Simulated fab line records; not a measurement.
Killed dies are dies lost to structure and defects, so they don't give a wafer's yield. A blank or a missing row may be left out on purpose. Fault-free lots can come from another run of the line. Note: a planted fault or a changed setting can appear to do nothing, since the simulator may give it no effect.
fab line records	flow nand_harc
record: lots: 24	wafers: 72	last_day: 25
route steps=1159 shown P_M2@341 A_CHANNEL_HOLE_D1@462 A_CHANNEL_FILL_D1@506
lots that met no fault: from a run of the same line without faults
start_h: the number of hours between the record's first day and the start of the first shown wafer of the lot	wait_h: hours elapsed since this lot's preceding step	" identical to the entry in the row above	L1.1+2: a single row standing in for several wafers	- no value, or no start was given	* or withheld: withheld	< > ~ a bound
route shown NAME@n: a module of which the file shows steps, and the number in the route of the first	usual: average and standard deviation across the fault-free wafers	same: alike in all rows	chamber/n: place in a boat	sites: each site's reading	_std_site: their standard deviation	_edge_site: the outer-site mean with the inner-site mean subtracted	radius_mm: for every site, how far away it sits from the centre of the wafer	mask NAME#n: copy n	behind: the last tool/chamber to shape the wafer	hold: reason for holding the lot/hours on hold/outcome of the hold	device: names the non-switching transistor (n, p or np)	end of line: at the end of the route, the tests of the same wafers	step lacking rows: just its recipe	killed: dies lost to structure and defects at the first sort, not the wafer's yield	map: shows each die of a wafer: x if killed, . if not, _ if none is there
set.NAME: the setting as run; set.NAME@STEP: as run at that earlier step	model.NAME: the simulator's own value behind a step, which no gauge read
a sample of lots followed through the steps of the route, with each step as a table and each wafer as a row
services: the hour from which a tool's chamber was out of use, counted from the record's first day as start_h (under 0 if before that day), plus the number of hours and why
== steps ==
step: NHARC_P_M2_PVD_21
recipe: target_thk_a: 300	chamber_pressure_pa: 5	power_w: 5000	substrate_temp_c: 30	time_s: 20.49	material: Cu
usual: throttle_valve_pct: 30.0/0.92
lot.wafer	tool	chamber	start_h	wait_h	throttle_valve_pct
L074.4	pvd_sputter-01	-	-	-	30.3
L074.1	"	-	"	"	30.7
L074.5	"	-	"	"	30.4
L077.4	pvd_sputter-03	-	-	-	30.8
L077.3	"	-	"	"	29.6
L077.6	"	-	"	"	31.2
L076.1	pvd_sputter-02	-	-	-	30.9
L076.2	"	-	"	"	28.3
L076.6	"	-	"	"	29.8
L075.2	pvd_sputter-01	-	-	-	29.3
L075.4	"	-	"	"	28.6
L075.6	"	-	"	"	29.7
L078.4	pvd_sputter-01	-	-	-	30.3
L078.3	"	-	"	"	29.8
L078.5	"	-	"	"	30.5
L079.2	pvd_sputter-01	-	-	-	30.5
L079.3	"	-	"	"	28.7
L079.5	"	-	"	"	30.5
L080.2	pvd_sputter-02	-	-	-	28.3
L080.1	"	-	"	"	30.9
L080.3	"	-	"	"	30.9
L082.3	pvd_sputter-03	-	-	-	30.6
L082.2	"	-	"	"	29.7
L082.6	"	-	"	"	30.8
L081.4	pvd_sputter-01	-	-	-	31.8
L081.1	"	-	"	"	29.1
L081.6	"	-	"	"	29.8
L084.4	pvd_sputter-02	-	-	-	29.6
L084.1	"	-	"	"	28.3
L084.6	"	-	"	"	28.3
L083.4	pvd_sputter-03	-	-	-	29.3
L083.2	"	-	"	"	30.7
L083.5	"	-	"	"	29.7
L086.1	pvd_sputter-03	-	-	-	30.8
L086.4	"	-	"	"	29.8
L086.2	"	-	"	"	28.9
L087.1	pvd_sputter-02	-	-	-	28.2
L087.4	"	-	"	"	30.9
L087.5	"	-	"	"	30.1
L085.1	pvd_sputter-01	-	-	-	30.0
L085.3	"	-	"	"	29.1
L085.6	"	-	"	"	28.7
L089.4	pvd_sputter-02	-	-	-	29.9
L089.1	"	-	"	"	28.5
L089.5	"	-	"	"	31.1
L088.4	pvd_sputter-02	-	-	-	30.5
L088.3	"	-	"	"	31.1
L088.5	"	-	"	"	31.0
L090.3	pvd_sputter-01	-	-	-	29.4
L090.1	"	-	"	"	31.9
L090.6	"	-	"	"	28.7
L092.2	pvd_sputter-03	-	-	-	30.6
L092.3	"	-	"	"	29.8
L092.6	"	-	"	"	30.6
L091.4	pvd_sputter-03	-	-	-	30.5
L091.2	"	-	"	"	30.5
L091.6	"	-	"	"	30.3
L093.4	pvd_sputter-03	-	-	-	30.8
L093.3	"	-	"	"	29.5
L093.2	"	-	"	"	29.0
L094.4	pvd_sputter-01	-	-	-	29.7
L094.6	"	-	"	"	30.0
L094.5	"	-	"	"	31.8
L095.2	pvd_sputter-03	-	-	-	30.3
L095.6	"	-	"	"	30.7
L095.5	"	-	"	"	30.7
L096.3	pvd_sputter-02	-	-	-	31.2
L096.4	"	-	"	"	28.4
L096.5	"	-	"	"	31.1
L097.4	pvd_sputter-03	-	-	-	28.7
L097.3	"	-	"	"	30.7
L097.6	"	-	"	"	29.2
step: NHARC_P_M2_INSPECT_27
usual: raw_defect_count: 315/130
lot.wafer	tool	chamber	start_h	wait_h	raw_defect_count
L074.1	defect_inspect-01	-	126.19	0.0	228
L074.4	"	-	"	"	338
L074.5	"	-	"	"	475
L077.3	defect_inspect-02	-	143.11	0.0	321
L077.4	"	-	"	"	245
L077.6	"	-	"	"	263
L076.1	defect_inspect-01	-	147.87	0.0	423
L076.2	"	-	"	"	381
L076.6	"	-	"	"	704
L075.2	defect_inspect-02	-	150.19	0.0	382
L075.4	"	-	"	"	487
L075.6	"	-	"	"	289
L078.3	defect_inspect-02	-	150.95	0.0	188
L078.4	"	-	"	"	221
L078.5	"	-	"	"	286
L079.2	defect_inspect-01	-	157.01	0.0	592
L079.3	"	-	"	"	283
L079.5	"	-	"	"	309
L080.1	defect_inspect-01	-	157.84	0.0	490
L080.2	"	-	"	"	270
L080.3	"	-	"	"	374
L082.2	defect_inspect-02	-	168.46	0.0	205
L082.3	"	-	"	"	237
L082.6	"	-	"	"	264
L081.1	defect_inspect-01	-	169.88	0.0	300
L081.4	"	-	"	"	207
L081.6	"	-	"	"	588
L084.1	defect_inspect-02	-	180.31	0.0	287
L084.4	"	-	"	"	219
L084.6	"	-	"	"	208
L083.2	defect_inspect-01	-	183.00	0.0	179
L083.4	"	-	"	"	261
L083.5	"	-	"	"	207
L086.1	defect_inspect-01	-	208.74	0.0	517
L086.2	"	-	"	"	590
L086.4	"	-	"	"	703
L087.1	defect_inspect-01	-	209.30	0.0	273
L087.4	"	-	"	"	510
L087.5	"	-	"	"	255
L085.1	defect_inspect-02	-	210.13	0.0	317
L085.3	"	-	"	"	172
L085.6	"	-	"	"	239
L089.1	defect_inspect-01	-	215.43	0.0	850
L089.4	"	-	"	"	485
L089.5	"	-	"	"	672
L088.3	defect_inspect-01	-	216.27	0.0	353
L088.4	"	-	"	"	184
L088.5	"	-	"	"	268
L090.1	defect_inspect-01	-	222.99	0.0	215
L090.3	"	-	"	"	144
L090.6	"	-	"	"	245
L092.2	defect_inspect-01	-	229.75	0.0	334
L092.3	"	-	"	"	358
L092.6	"	-	"	"	374
L091.2	defect_inspect-02	-	230.92	0.0	241
L091.4	"	-	"	"	239
L091.6	"	-	"	"	157
L093.2	defect_inspect-01	-	244.36	0.0	352
L093.3	"	-	"	"	348
L093.4	"	-	"	"	254
L094.4	defect_inspect-01	-	245.27	0.0	185
L094.5	"	-	"	"	137
L094.6	"	-	"	"	264
L095.2	defect_inspect-02	-	254.14	0.0	214
L095.5	"	-	"	"	115
L095.6	"	-	"	"	141
L096.3	defect_inspect-02	-	262.27	0.0	269
L096.4	"	-	"	"	262
L096.5	"	-	"	"	278
L097.3	defect_inspect-02	-	262.97	0.0	332
L097.4	"	-	"	"	256
L097.6	"	-	"	"	174
step: NHARC_A_CHANNEL_HOLE_D1_CD_MEAS_10
recipe: target_cd_nm: 100	landing_energy_ev: 500
usual: cd_nm: 100.2/0.47
lot.wafer	tool	chamber	start_h	wait_h	cd_nm
L074.1	cd_sem-03	0	173.14	-	100.6
L074.4	"	0	"	"	100.5
L074.5	"	0	"	"	100.4
L077.3	cd_sem-01	0	187.46	-	100.0
L077.4	"	0	"	"	100.1
L077.6	"	0	"	"	100.3
L076.1	cd_sem-01	0	192.32	-	100.1
L076.2	"	0	"	"	100.1
L076.6	"	0	"	"	100.0
L075.2	cd_sem-02	0	193.35	-	100.3
L075.4	"	0	"	"	100.1
L075.6	"	0	"	"	99.9
L078.3	cd_sem-02	0	195.23	-	99.8
L078.4	"	0	"	"	99.7
L078.5	"	0	"	"	99.9
L079.2	cd_sem-03	0	203.05	-	99.9
L079.3	"	0	"	"	99.8
L079.5	"	0	"	"	99.5
L080.1	cd_sem-01	0	203.20	-	100.5
L080.2	"	0	"	"	100.6
L080.3	"	0	"	"	100.9
L082.2	cd_sem-03	0	217.11	-	99.9
L082.3	"	0	"	"	100.0
L082.6	"	0	"	"	99.9
L081.1	cd_sem-03	0	217.28	-	100.4
L081.4	"	0	"	"	100.0
L081.6	"	0	"	"	100.0
L083.2	cd_sem-01	0	230.67	-	99.7
L083.4	"	0	"	"	100.5
L083.5	"	0	"	"	100.0
L084.1	cd_sem-02	0	231.32	-	100.6
L084.4	"	0	"	"	99.7
L084.6	"	0	"	"	100.2
L087.1	cd_sem-03	0	252.44	-	100.7
L087.4	"	0	"	"	100.4
L087.5	"	0	"	"	100.4
L086.1	cd_sem-03	0	254.09	-	99.1
L086.2	"	0	"	"	99.9
L086.4	"	0	"	"	99.5
L085.1	cd_sem-01	0	256.14	-	100.2
L085.3	"	0	"	"	99.6
L085.6	"	0	"	"	99.7
L088.3	cd_sem-01	0	259.04	-	100.5
L088.4	"	0	"	"	100.1
L088.5	"	0	"	"	100.5
L089.1	cd_sem-02	0	259.27	-	100.4
L089.4	"	0	"	"	100.0
L089.5	"	0	"	"	100.1
L090.1	cd_sem-01	0	269.02	-	100.8
L090.3	"	0	"	"	100.7
L090.6	"	0	"	"	101.5
L091.2	cd_sem-01	0	274.20	-	99.8
L091.4	"	0	"	"	100.2
L091.6	"	0	"	"	100.5
L092.2	cd_sem-02	0	274.81	-	100.3
L092.3	"	0	"	"	100.2
L092.6	"	0	"	"	100.0
L094.4	cd_sem-03	0	290.80	-	99.8
L094.5	"	0	"	"	99.7
L094.6	"	0	"	"	99.7
L093.2	cd_sem-01	0	291.07	-	100.6
L093.3	"	0	"	"	101.0
L093.4	"	0	"	"	101.0
L095.2	cd_sem-03	0	298.78	-	99.7
L095.5	"	0	"	"	99.7
L095.6	"	0	"	"	99.4
L097.3	cd_sem-01	0	314.03	-	100.3
L097.4	"	0	"	"	100.7
L097.6	"	0	"	"	100.2
L096.3	cd_sem-01	0	314.45	-	101.1
L096.4	"	0	"	"	101.1
L096.5	"	0	"	"	101.0
step: NHARC_A_CHANNEL_HOLE_D1_CD_MEAS_18
usual: cd_nm: 100.1/1.4
lot.wafer	tool	chamber	start_h	wait_h	cd_nm
L074.1	cd_sem-01	-	174.44	-	100.0
L074.4	"	-	"	"	99.2
L074.5	"	-	"	"	100.2
L077.3	cd_sem-02	-	188.97	-	98.8
L077.4	"	-	"	"	101.4
L077.6	"	-	"	"	102.5
L076.1	cd_sem-03	-	193.61	-	99.8
L076.2	"	-	"	"	99.5
L076.6	"	-	"	"	99.1
L075.2	cd_sem-01	-	194.64	-	99.6
L075.4	"	-	"	"	100.3
L075.6	"	-	"	"	99.9
L078.3	cd_sem-01	-	196.53	-	98.9
L078.4	"	-	"	"	99.8
L078.5	"	-	"	"	100.1
L079.2	cd_sem-02	-	204.35	-	103.2
L079.3	"	-	"	"	99.9
L079.5	"	-	"	"	100.2
L080.1	cd_sem-01	-	204.49	-	99.2
L080.2	"	-	"	"	98.7
L080.3	"	-	"	"	99.2
L082.2	cd_sem-01	-	218.58	-	100.0
L082.3	"	-	"	"	99.4
L082.6	"	-	"	"	100.2
L081.1	cd_sem-02	-	219.02	-	102.8
L081.4	"	-	"	"	102.2
L081.6	"	-	"	"	101.7
L083.2	cd_sem-03	-	231.97	-	100.6
L083.4	"	-	"	"	100.7
L083.5	"	-	"	"	99.5
L084.1	cd_sem-01	-	232.83	-	102.4
L084.4	"	-	"	"	101.8
L084.6	"	-	"	"	98.3
L087.1	cd_sem-01	-	253.73	-	101.2
L087.4	"	-	"	"	101.7
L087.5	"	-	"	"	98.6
L086.1	cd_sem-02	-	255.60	-	100.8
L086.2	"	-	"	"	100.1
L086.4	"	-	"	"	99.0
L085.1	cd_sem-03	-	257.43	-	101.1
L085.3	"	-	"	"	103.5
L085.6	"	-	"	"	100.4
L088.3	cd_sem-02	-	260.56	-	99.6
L088.4	"	-	"	"	100.3
L088.5	"	-	"	"	102.0
L089.1	cd_sem-03	-	260.57	-	95.7
L089.4	"	-	"	"	99.3
L089.5	"	-	"	"	95.7
L090.1	cd_sem-03	-	270.32	-	100.3
L090.3	"	-	"	"	101.9
L090.6	"	-	"	"	98.1
L091.2	cd_sem-02	-	275.49	-	100.4
L091.4	"	-	"	"	98.7
L091.6	"	-	"	"	101.3
L092.2	cd_sem-01	-	276.10	-	100.1
L092.3	"	-	"	"	97.8
L092.6	"	-	"	"	99.8
L094.4	cd_sem-02	-	292.09	-	98.3
L094.5	"	-	"	"	101.5
L094.6	"	-	"	"	100.3
L093.2	cd_sem-02	-	292.36	-	99.7
L093.3	"	-	"	"	99.2
L093.4	"	-	"	"	101.0
L095.2	cd_sem-03	-	300.06	-	103.6
L095.5	"	-	"	"	101.9
L095.6	"	-	"	"	100.3
L097.3	cd_sem-02	-	315.33	-	98.5
L097.4	"	-	"	"	100.0
L097.6	"	-	"	"	99.8
L096.3	cd_sem-02	-	315.74	-	103.2
L096.4	"	-	"	"	102.0
L096.5	"	-	"	"	102.6
step: NHARC_A_CHANNEL_HOLE_D1_ETCH_26
recipe: bias_v: 300	source_w: 2000	pressure_mtorr: 30	time_s: 224.1	ar_flow_sccm: 375	c4f8_flow_sccm: 11.4	o2_flow_sccm: 113.6	temp_c: -20	target_depth_a: 3000	chemistry: C4F8/O2/Ar
usual: drypump_motor_current_A: 6.0/0.39	he_backside_leak_sccm: 5.6/0.5	showerhead_plenum_p_Torr: 3.88/0.049	throttle_valve_pct: 24.585/0.01
lot.wafer	tool	chamber	start_h	wait_h	drypump_motor_current_A	he_backside_leak_sccm	rf_hours_counter_h	showerhead_plenum_p_Torr	throttle_valve_pct
L074.1	har_etch-02	1	178.32	0.7	6.2	5.7	101	3.93	24.590
L074.4	"	1	"	"	6.2	5.7	-	3.93	24.587
L074.5	"	0	"	"	5.5	4.9	-	3.93	24.588
L077.4	har_etch-02	1	192.90	0.5	6.2	5.6	-	3.93	24.584
L077.3	"	0	"	"	5.5	4.9	-	3.93	24.585
L077.6	"	0	"	"	5.5	5.0	-	3.93	24.578
L076.2	har_etch-02	0	197.47	0.7	5.5	5.0	110	3.93	24.597
L076.1	"	1	"	"	6.2	5.7	110	3.93	24.593
L076.6	"	1	"	"	6.2	5.9	-	3.93	24.588
L075.2	har_etch-01	0	198.47	0.7	6.5	5.9	201	3.80	24.573
L075.4	"	1	"	"	6.2	5.7	-	3.87	24.586
L075.6	"	0	"	"	6.5	5.8	-	3.80	24.587
L078.4	har_etch-02	0	201.70	0.5	5.5	5.2	-	3.92	24.593
L078.3	"	1	"	"	6.2	5.5	-	3.92	24.578
L078.5	"	1	"	"	6.1	5.5	-	3.92	24.585
L079.2	har_etch-01	0	208.20	0.7	6.5	5.8	205	3.80	24.591
L079.3	"	0	"	"	6.5	5.8	-	3.80	24.591
L079.5	"	1	"	"	6.2	5.5	-	3.87	24.589
L080.2	har_etch-02	1	208.33	0.7	6.2	5.9	118	3.92	24.570
L080.1	"	0	"	"	5.5	5.3	118	3.92	24.608
L080.3	"	0	"	"	5.5	5.2	-	3.92	24.578
L082.2	har_etch-01	0	222.44	0.6	6.5	5.7	210	3.80	24.578
L082.3	"	0	"	"	6.5	5.7	-	3.80	24.585
L082.6	"	0	"	"	6.5	5.7	-	3.80	24.595
L081.1	har_etch-02	0	222.85	0.7	5.5	5.1	124	3.92	24.585
L081.4	"	0	"	"	5.5	5.3	-	3.92	24.587
L081.6	"	0	"	"	5.5	5.0	-	3.92	24.573
L084.1	har_etch-01	0	236.70	0.7	6.5	5.7	217	3.80	24.577
L084.4	"	0	"	"	6.5	5.7	-	3.79	24.586
L084.6	"	1	"	"	6.2	5.7	-	3.86	24.598
L083.2	har_etch-02	1	240.22	0.6	6.2	6.1	129	3.91	24.580
L083.4	"	0	"	"	5.4	8.2	-	3.91	24.576
L083.5	"	0	"	"	5.5	4.5	-	3.91	24.582
L087.1	har_etch-02	0	257.59	0.7	5.5	5.1	133	3.91	24.577
L087.4	"	1	"	"	6.2	5.9	-	3.91	24.590
L087.5	"	0	"	"	5.5	5.0	-	3.91	24.579
L086.1	har_etch-01	0	260.70	0.7	6.5	5.9	227	3.79	24.590
L086.2	"	1	"	"	6.2	6.0	227	3.86	24.577
L086.4	"	0	"	"	6.5	5.8	-	3.79	24.591
L085.1	har_etch-02	1	263.43	0.7	6.2	6.0	138	3.91	24.582
L085.3	"	0	"	"	5.5	8.6	-	3.91	24.570
L085.6	"	0	"	"	5.5	5.1	-	3.91	24.574
L088.4	har_etch-01	0	264.93	0.5	6.5	5.8	-	3.79	24.583
L088.3	"	1	"	"	6.2	5.7	-	3.85	24.619
L088.5	"	1	"	"	6.3	5.7	-	3.85	24.589
L089.1	har_etch-02	1	267.60	0.7	6.2	5.8	142	3.91	24.578
L089.4	"	1	"	"	6.2	5.5	-	3.91	24.572
L089.5	"	1	"	"	6.2	5.5	-	3.91	24.577
L090.1	har_etch-02	1	274.19	0.6	6.2	6.1	148	3.90	24.571
L090.3	"	1	"	"	6.2	6.2	-	3.90	24.597
L090.6	"	1	"	"	6.2	5.6	-	3.90	24.600
L091.2	har_etch-01	0	279.37	0.6	6.5	5.8	238	3.78	24.581
L091.4	"	1	"	"	6.2	5.6	-	3.85	24.566
L091.6	"	1	"	"	6.2	5.8	-	3.85	24.591
L092.2	har_etch-02	0	279.99	0.6	5.5	5.5	152	3.90	24.580
L092.3	"	1	"	"	6.2	5.7	-	3.90	24.599
L092.6	"	1	"	"	6.2	6.0	-	3.90	24.589
L094.4	har_etch-02	0	296.01	0.5	5.5	5.2	-	3.90	24.586
L094.5	"	0	"	"	5.5	5.2	-	3.90	24.573
L094.6	"	1	"	"	6.2	6.0	-	3.90	24.581
L093.2	har_etch-01	1	297.44	0.6	6.2	5.9	245	3.85	24.574
L093.3	"	0	"	"	6.5	5.8	-	3.78	24.589
L093.4	"	1	"	"	6.2	5.6	-	3.85	24.583
L095.2	har_etch-01	0	303.93	0.7	6.5	7.1	249	3.78	24.587
L095.5	"	0	"	"	6.5	5.8	-	3.78	24.581
L095.6	"	1	"	"	6.2	5.8	-	3.84	24.587
L097.3	har_etch-02	1	319.27	0.5	6.2	6.0	-	3.89	24.580
L097.4	"	0	"	"	5.5	5.3	-	3.89	24.600
L097.6	"	1	"	"	6.2	5.9	-	3.89	24.604
L096.3	har_etch-02	0	323.45	0.5	5.5	5.3	-	3.89	24.590
L096.4	"	1	"	"	6.2	6.4	-	3.89	24.597
L096.5	"	1	"	"	6.2	5.7	-	3.89	24.578
step: NHARC_A_CHANNEL_FILL_D1_THK_MEAS_06
recipe: thk_meas_gauge: ellipsometry
usual: thk_nm: 5.2/0.89
lot.wafer	tool	chamber	start_h	wait_h	thk_nm
L074.1	film_metro-02	-	220.84	0.4	5.5
L074.4	"	-	"	"	4.8
L074.5	"	-	"	"	4.5
L077.3	film_metro-02	-	231.33	0.4	4.6
L077.4	"	-	"	"	5.0
L077.6	"	-	"	"	5.8
L076.1	film_metro-02	-	235.50	0.4	4.8
L076.2	"	-	"	"	4.7
L076.6	"	-	"	"	4.3
L075.2	film_metro-01	-	235.50	0.4	3.7
L075.4	"	-	"	"	6.3
L075.6	"	-	"	"	4.9
L078.3	film_metro-02	-	239.87	0.4	2.4
L078.4	"	-	"	"	4.1
L078.5	"	-	"	"	5.0
L080.1	film_metro-01	-	247.09	0.4	5.3
L080.2	"	-	"	"	5.0
L080.3	"	-	"	"	6.1
L079.2	film_metro-02	-	247.09	0.4	5.2
L079.3	"	-	"	"	5.8
L079.5	"	-	"	"	5.2
L081.1	film_metro-01	-	262.03	0.4	5.4
L081.4	"	-	"	"	4.6
L081.6	"	-	"	"	4.8
L082.2	film_metro-02	-	262.03	0.4	6.2
L082.3	"	-	"	"	6.2
L082.6	"	-	"	"	6.2
L084.1	film_metro-01	-	275.01	0.4	6.2
L084.4	"	-	"	"	5.2
L084.6	"	-	"	"	4.3
L083.2	film_metro-02	-	279.26	0.4	4.5
L083.4	"	-	"	"	5.4
L083.5	"	-	"	"	3.8
L087.1	film_metro-01	-	296.97	0.4	3.6
L087.4	"	-	"	"	4.1
L087.5	"	-	"	"	5.0
L085.1	film_metro-02	-	302.37	0.4	6.3
L085.3	"	-	"	"	7.5
L085.6	"	-	"	"	4.5
L088.3	film_metro-02	-	302.37	0.4	7.1
L088.4	"	-	"	"	5.1
L088.5	"	-	"	"	5.3
L086.1	film_metro-02	-	302.38	0.4	4.6
L086.2	"	-	"	"	5.1
L086.4	"	-	"	"	3.0
L089.1	film_metro-02	-	307.67	0.4	4.6
L089.4	"	-	"	"	5.6
L089.5	"	-	"	"	5.4
L090.1	film_metro-02	-	316.18	0.4	6.2
L090.3	"	-	"	"	5.4
L090.6	"	-	"	"	4.4
L092.2	film_metro-01	-	319.39	0.4	4.3
L092.3	"	-	"	"	3.9
L092.6	"	-	"	"	5.7
L091.2	film_metro-02	-	319.39	0.4	4.8
L091.4	"	-	"	"	5.5
L091.6	"	-	"	"	4.1
L093.2	film_metro-02	-	335.25	0.4	5.8
L093.3	"	-	"	"	5.4
L093.4	"	-	"	"	5.4
L094.4	film_metro-01	-	335.26	0.4	5.7
L094.5	"	-	"	"	4.0
L094.6	"	-	"	"	4.3
L095.2	film_metro-01	-	342.13	0.4	5.4
L095.5	"	-	"	"	5.6
L095.6	"	-	"	"	6.1
L097.3	film_metro-01	-	357.75	0.4	4.6
L097.4	"	-	"	"	5.1
L097.6	"	-	"	"	5.2
L096.3	film_metro-02	-	364.67	0.4	5.1
L096.4	"	-	"	"	4.7
L096.5	"	-	"	"	4.9
== services ==
tool	chamber	start_h	hours	kind
pvd_sputter-03	-	102.04	10.0	pm
pvd_sputter-01	-	139.91	1.7	repair
pvd_sputter-01	-	158.00	10.0	pm
pvd_sputter-02	-	191.74	1.7	repair
pvd_sputter-01	-	197.77	0.6	repair
pvd_sputter-02	-	215.13	10.0	pm
pvd_sputter-02	-	275.82	1.1	repair
pvd_sputter-03	-	280.04	10.0	pm
har_etch-01	-	305.97	17.0	pm
har_etch-01	0	305.97	17.0	vent_cycle
har_etch-01	1	305.97	17.0	vent_cycle
har_etch-01	0	322.97	-	clean
har_etch-01	0	322.97	-	consumable_replace:focus_ring
har_etch-01	1	322.97	-	clean
har_etch-01	1	322.97	-	consumable_replace:focus_ring
== key ==
fault none
